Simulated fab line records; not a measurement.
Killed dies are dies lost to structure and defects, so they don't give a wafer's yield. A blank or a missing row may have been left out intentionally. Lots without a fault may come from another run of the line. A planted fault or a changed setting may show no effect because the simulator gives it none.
8D (eight disciplines) problem report, filled in by code    flow n5 finfet    the parts of the form that need people (team, actions taken, sign-off) are left out

## 1. WHAT WENT WRONG
At N5_FIN_SAQP_INSPECT_40, raw defect count averages 603 over 6 wafers from 2 lots, while fault-free wafers read 242, standard deviation 65. That is +5.6 standard deviations from the usual mean.
The step: inspects for defects (brightfield).
Seen first at day 4 14:53 on defect inspect-02, wafer L854.2. At this step, 25 wafers from 10 lots have a number in the record. By rule, "out" or "out of limits" means more than 4 standard deviations away from the usual mean. The rest of the wafers with a number are treated as sound.

## 2. WHAT IT IS; WHAT IT IS NOT
question                     is                                    is not
which readings at this step  raw defect count                      -
which lots                   L854, L858                            L845, L847, L848, L850, L855, L856, L861, L863
which wafers of those lots   all that have a number                -
read on which gauges         defect inspect-01, defect inspect-02  -
when                         from day 4 14:53                      up to then (9 sound wafers); but 10 sound wafers of L855, L856, L861, L863 came after

## 3. SUSPECTS, AND WHAT RULES EACH OUT
Counting: any tool at a process step up to the reading is kept as a suspect provided that every lot that is out went through it and no sound lot did after the first of them.
- ruled out: the gauge at N5_FIN_SAQP_INSPECT_40. 2 gauges (defect inspect-01, defect inspect-02) read the wafers that are out.
- rie diel-01 at N5_FIN_SAQP_SPACER1_ETCHBACK_25 (etches SiO2 in CHF3/O2, target depth 24.4 nm, time 12.2 s): kept. All lots that are out passed through it, beginning with L854 at day 4 12:12, and no sound lot followed; its final sound lot before that point was L850 at day 3 11:52.
Remaining after the count: rie diel-01 at N5_FIN_SAQP_SPACER1_ETCHBACK_25.

## 4. THE CAUSE (what the simulator had put in)
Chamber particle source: rie diel-01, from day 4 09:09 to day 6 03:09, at N5_FIN_SAQP_SPACER1_ETCHBACK_25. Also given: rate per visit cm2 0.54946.
Counting left only this tool.

## 5. SEQUENCE OF EFFECTS, ordered by route
Rows list readings where the struck wafers' mean (over those with a number) sits beyond 3 standard deviations from the usual. Only readings for which the record gives a usual standard deviation are gone through. hours: the time from each lot's start at the first step in this table that gives one to its start at this step, as a median over the lots. sigmas: the change in usual standard deviations.
hours  step                     reading              usual  on struck wafers  change  sigmas
0      N5_FIN_SAQP_INSPECT_40   raw defect count     242    603               +361    +5.6
0      N5_FIN_CUT_INSPECT_10    raw defect count     43     396               +353    +35
1      N5_FIN_CUT_INSPECT_17    raw defect count     244    606               +362    +5.6
240    N5_PASSIVATION_PROBE_49  killed at front end  40     100               +60     +5.5
240    N5_PASSIVATION_PROBE_49  killed dies          104    173               +69     +4.0
Here are the process steps it includes:
- N5_PASSIVATION_PROBE_49
At these later measuring or inspecting steps, every struck wafer for which the step has a row has a number for every such reading, and none has moved that far: N5_FIN_CUT_CD_MEAS_08.

## 6. HOW IT WOULD HAVE BEEN CAUGHT EARLIER
6 hours passed between the start of the fault at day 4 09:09 and the first reading out of limits at a measuring or inspecting step in this record, taken at day 4 14:53.
Tool readings at N5_FIN_SAQP_SPACER1_ETCHBACK_25 with a usual standard deviation given in the record: none out on any struck wafer, hence no alarm at a limit of 4 standard deviations on them.
Lots out: 2; of these, L858 started N5_FIN_SAQP_SPACER1_ETCHBACK_25 on rie diel-01 after day 4 14:53. A hold on the tool at that time would have spared it.
